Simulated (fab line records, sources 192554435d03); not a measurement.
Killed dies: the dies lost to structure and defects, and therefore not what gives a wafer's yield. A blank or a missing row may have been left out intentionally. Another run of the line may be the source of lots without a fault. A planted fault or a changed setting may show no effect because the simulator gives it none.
Chamber matching || flow n5 finfet || 4 sister chambers for N5_GATE_CUT_ETCH_28 on rie diel-02
The step etches underlayer in N2/H2, target depth 13 nm, time 10.4 s. 4 wafers are shown with their chamber, then 12 later ones without.

== WAFERS, EACH WITH ITS CHAMBER ==
{"wafer": "L086.1", "chamber": 2, "drypump motor current A (A)": 5.0}
{"wafer": "L091.4", "chamber": 3, "drypump motor current A (A)": 5.9}
{"wafer": "L091.5", "chamber": 0, "drypump motor current A (A)": 5.7}
{"wafer": "L091.6", "chamber": 1, "drypump motor current A (A)": 6.2}

== WAFERS MISSING THEIR CHAMBER ==
{"wafer": "L095.2", "drypump motor current A (A)": 5.8}
{"wafer": "L095.3", "drypump motor current A (A)": 6.2}
{"wafer": "L095.5", "drypump motor current A (A)": 5.9}
{"wafer": "L096.2", "drypump motor current A (A)": 6.1}
{"wafer": "L096.4", "drypump motor current A (A)": 5.9}
{"wafer": "L096.6", "drypump motor current A (A)": 5.7}
{"wafer": "L097.1", "drypump motor current A (A)": 5.9}
{"wafer": "L097.2", "drypump motor current A (A)": 5.8}
{"wafer": "L097.3", "drypump motor current A (A)": 6.2}
{"wafer": "L097.4", "drypump motor current A (A)": 5.0}
{"wafer": "L097.5", "drypump motor current A (A)": 5.9}
{"wafer": "L097.6", "drypump motor current A (A)": 5.8}

== CHAMBER TAKEN BY EACH ==
{"wafer": "L095.2", "from the rows above": "can't be placed: 0 or 3", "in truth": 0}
{"wafer": "L095.3", "from the rows above": 1, "in truth": 1}
{"wafer": "L095.5", "from the rows above": 3, "in truth": 3}
{"wafer": "L096.2", "from the rows above": "can't be placed: 1 or 3", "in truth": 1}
{"wafer": "L096.4", "from the rows above": 3, "in truth": 3}
{"wafer": "L096.6", "from the rows above": 0, "in truth": 0}
{"wafer": "L097.1", "from the rows above": 3, "in truth": 3}
{"wafer": "L097.2", "from the rows above": "can't be placed: 0 or 3", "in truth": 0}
{"wafer": "L097.3", "from the rows above": 1, "in truth": 1}
{"wafer": "L097.4", "from the rows above": 2, "in truth": 2}
{"wafer": "L097.5", "from the rows above": 3, "in truth": 3}
{"wafer": "L097.6", "from the rows above": "can't be placed: 0 or 3", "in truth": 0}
Correct placement for 8 of the 12. Not placeable from these rows: 4 (in 4, the candidates include the true chamber). 0 placed wrongly.
How it was worked out, from the rows above alone: a wafer's distance from a chamber is the root of the sum, over the readings, of the square of ((its reading less the chamber's mean) divided by the reading's scatter). If the next closest chamber is less than 2 further off than the closest, the wafer can't be placed; otherwise it belongs to the closest. A chamber's mean is the mean of its shown wafers. The scatter: with one shown wafer a chamber, the root of the mean of the squares of how far each hidden wafer lies from its nearest shown one.
